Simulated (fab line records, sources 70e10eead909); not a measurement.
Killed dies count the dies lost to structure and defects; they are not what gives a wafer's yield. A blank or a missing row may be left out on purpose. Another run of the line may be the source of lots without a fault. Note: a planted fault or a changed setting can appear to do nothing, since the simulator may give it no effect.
What tool caused it? / flow nand_harc / Sampling: 14 lots, 42 wafers, 3 of 1302 route steps

WHAT THE GAUGES READ, wafer by wafer
NHARC_A_M1_THK_MEAS_24: measures by xrf.
lot=L951; measured=day 23 11:19; on=film_metro-01; thk_nm (nm)=155.4 155.8 155.7
lot=L953; measured=day 23 14:19; on=film_metro-01; thk_nm (nm)=154.0 154.2 152.4
lot=L954; measured=day 25 02:34; on=film_metro-02; thk_nm (nm)=151.5 154.5 155.9
lot=L955; measured=day 26 03:34; on=film_metro-02; thk_nm (nm)=153.9 151.0 154.2
lot=L956; measured=day 26 06:12; on=film_metro-01; thk_nm (nm)=151.9 152.2 156.8
lot=L958; measured=day 26 08:58; on=film_metro-01; thk_nm (nm)=152.3 156.1 158.1
lot=L960; measured=day 26 18:12; on=film_metro-02; thk_nm (nm)=154.7 153.9 154.4
lot=L961; measured=day 27 08:25; on=film_metro-01; thk_nm (nm)=152.8 156.3 153.2
lot=L962; measured=day 28 06:01; on=film_metro-02; thk_nm (nm)=153.7 151.5 153.3
lot=L966; measured=day 28 20:48; on=film_metro-01; thk_nm (nm)=153.5 153.6 153.2
lot=L967; measured=day 29 20:46; on=film_metro-02; thk_nm (nm)=158.5 155.1 155.3
lot=L968; measured=day 30 14:40; on=film_metro-02; thk_nm (nm)=155.4 155.6 151.8
lot=L971; measured=day 31 08:12; on=film_metro-01; thk_nm (nm)=154.6 156.6 154.3
lot=L974; measured=day 32 11:37; on=film_metro-02; thk_nm (nm)=153.4 155.3 153.3

TOOL THAT RAN EACH LOT (tool first, then ch and the chambers of the sampled wafers, then the start)
lot=L951; NHARC_A_M0_PRE_CLEAN_31=pecvd-04 ch 1,2, day 23 07:16; NHARC_A_M1_CMP_23=cmp-01 ch 2,3, day 23 11:01
lot=L953; NHARC_A_M0_PRE_CLEAN_31=pecvd-04 ch 1,2, day 23 10:31; NHARC_A_M1_CMP_23=cmp-03 ch 0,1,3, day 23 14:01
lot=L954; NHARC_A_M0_PRE_CLEAN_31=pecvd-02 ch 1,2, day 24 22:37; NHARC_A_M1_CMP_23=cmp-03 ch 1,2, day 25 02:16
lot=L955; NHARC_A_M0_PRE_CLEAN_31=pecvd-04 ch 0,2, day 25 23:37; NHARC_A_M1_CMP_23=cmp-03 ch 0,3, day 26 03:14
lot=L956; NHARC_A_M0_PRE_CLEAN_31=pecvd-04 ch 0,2, day 26 02:17; NHARC_A_M1_CMP_23=cmp-01 ch 0,1,2, day 26 05:58
lot=L958; NHARC_A_M0_PRE_CLEAN_31=pecvd-04 ch 0,1, day 26 05:03; NHARC_A_M1_CMP_23=cmp-01 ch 1,3, day 26 08:41
lot=L960; NHARC_A_M0_PRE_CLEAN_31=pecvd-04 ch 0,1,2, day 26 14:16; NHARC_A_M1_CMP_23=cmp-04 ch 0,1,2, day 26 17:53
lot=L961; NHARC_A_M0_PRE_CLEAN_31=pecvd-03 ch 0,1,2, day 27 04:29; NHARC_A_M1_CMP_23=cmp-04 ch 1,2, day 27 08:07
lot=L962; NHARC_A_M0_PRE_CLEAN_31=pecvd-03 ch 1,2, day 28 02:05; NHARC_A_M1_CMP_23=cmp-01 ch 0,2, day 28 05:42
lot=L966; NHARC_A_M0_PRE_CLEAN_31=pecvd-03 ch 1,2, day 28 17:01; NHARC_A_M1_CMP_23=cmp-04 ch 0,2,3, day 28 20:34
lot=L967; NHARC_A_M0_PRE_CLEAN_31=pecvd-03 ch 0,1, day 29 16:52; NHARC_A_M1_CMP_23=cmp-01 ch 0,1,2, day 29 20:27
lot=L968; NHARC_A_M0_PRE_CLEAN_31=pecvd-03 ch 0,1,2, day 30 10:53; NHARC_A_M1_CMP_23=cmp-04 ch 1,2, day 30 14:23
lot=L971; NHARC_A_M0_PRE_CLEAN_31=pecvd-02 ch 0,1,2, day 31 04:25; NHARC_A_M1_CMP_23=cmp-01 ch 1,2, day 31 07:53
lot=L974; NHARC_A_M0_PRE_CLEAN_31=pecvd-02 ch 0,1,2, day 32 07:40; NHARC_A_M1_CMP_23=cmp-01 ch 0,2,3, day 32 11:19
- NHARC_A_M0_PRE_CLEAN_31: time 12 s.
- NHARC_A_M1_CMP_23: polishes, t overpolish 20 s, target thk 154.34 nm.

AS READ BY THE TOOLS THEMSELVES (means over the sampled wafers that have a number; for cases with no such wafer, the mark the record gives instead)
NHARC_A_M0_PRE_CLEAN_31.
lot=L951; tool=pecvd-04; heater_power_w (W)=526
lot=L953; tool=pecvd-04; heater_power_w (W)=579
lot=L954; tool=pecvd-02; heater_power_w (W)=658
lot=L955; tool=pecvd-04; heater_power_w (W)=667
lot=L956; tool=pecvd-04; heater_power_w (W)=631
lot=L958; tool=pecvd-04; heater_power_w (W)=609
lot=L960; tool=pecvd-04; heater_power_w (W)=650
lot=L961; tool=pecvd-03; heater_power_w (W)=596
lot=L962; tool=pecvd-03; heater_power_w (W)=565
lot=L966; tool=pecvd-03; heater_power_w (W)=580
lot=L967; tool=pecvd-03; heater_power_w (W)=678
lot=L968; tool=pecvd-03; heater_power_w (W)=614
lot=L971; tool=pecvd-02; heater_power_w (W)=593
lot=L974; tool=pecvd-02; heater_power_w (W)=554

NHARC_A_M1_CMP_23.
lot=L951; tool=cmp-01; motor_current_A (A)=11.0; time_to_endpoint_s (s)=33
lot=L953; tool=cmp-03; motor_current_A (A)=13.1; time_to_endpoint_s (s)=24
lot=L954; tool=cmp-03; motor_current_A (A)=11.7; time_to_endpoint_s (s)=28
lot=L955; tool=cmp-03; motor_current_A (A)=12.1; time_to_endpoint_s (s)=23
lot=L956; tool=cmp-01; motor_current_A (A)=12.0; time_to_endpoint_s (s)=29
lot=L958; tool=cmp-01; motor_current_A (A)=12.1; time_to_endpoint_s (s)=32
lot=L960; tool=cmp-04; motor_current_A (A)=13.0; time_to_endpoint_s (s)=27
lot=L961; tool=cmp-04; motor_current_A (A)=13.7; time_to_endpoint_s (s)=27
lot=L962; tool=cmp-01; motor_current_A (A)=11.7; time_to_endpoint_s (s)=24
lot=L966; tool=cmp-04; motor_current_A (A)=11.6; time_to_endpoint_s (s)=26
lot=L967; tool=cmp-01; motor_current_A (A)=11.9; time_to_endpoint_s (s)=32
lot=L968; tool=cmp-04; motor_current_A (A)=13.8; time_to_endpoint_s (s)=29
lot=L971; tool=cmp-01; motor_current_A (A)=13.4; time_to_endpoint_s (s)=33
lot=L974; tool=cmp-01; motor_current_A (A)=11.6; time_to_endpoint_s (s)=32

THE ANSWER, worked out from the rows above alone
Rule: what is usual is taken from the lots themselves. Put in order of their means at a reading, lots are off if they are a third of the lots or fewer, leave a main group of 4 or more, and stand apart from it by a gap of 3 or more times the standard deviation of the main group's means; of several such gaps the widest counts. A main group is skipped when, at the precision printed for the reading in the tables above, its means are all equal. A lot without any number at a reading at which 4 lots or more have one is off too. Any other lot the step has rows for is counted as sound. Order of review: gauges by route order, followed by the tools' own readings, for which a lot's mean as printed above is used. The first step at which some lot is off is used, and at that step the reading that is off furthest; a lot without a number counts as furthest.
Nothing can be told from this: no lot is off at any reading shown.

WHAT THE SIMULATOR PUT IN
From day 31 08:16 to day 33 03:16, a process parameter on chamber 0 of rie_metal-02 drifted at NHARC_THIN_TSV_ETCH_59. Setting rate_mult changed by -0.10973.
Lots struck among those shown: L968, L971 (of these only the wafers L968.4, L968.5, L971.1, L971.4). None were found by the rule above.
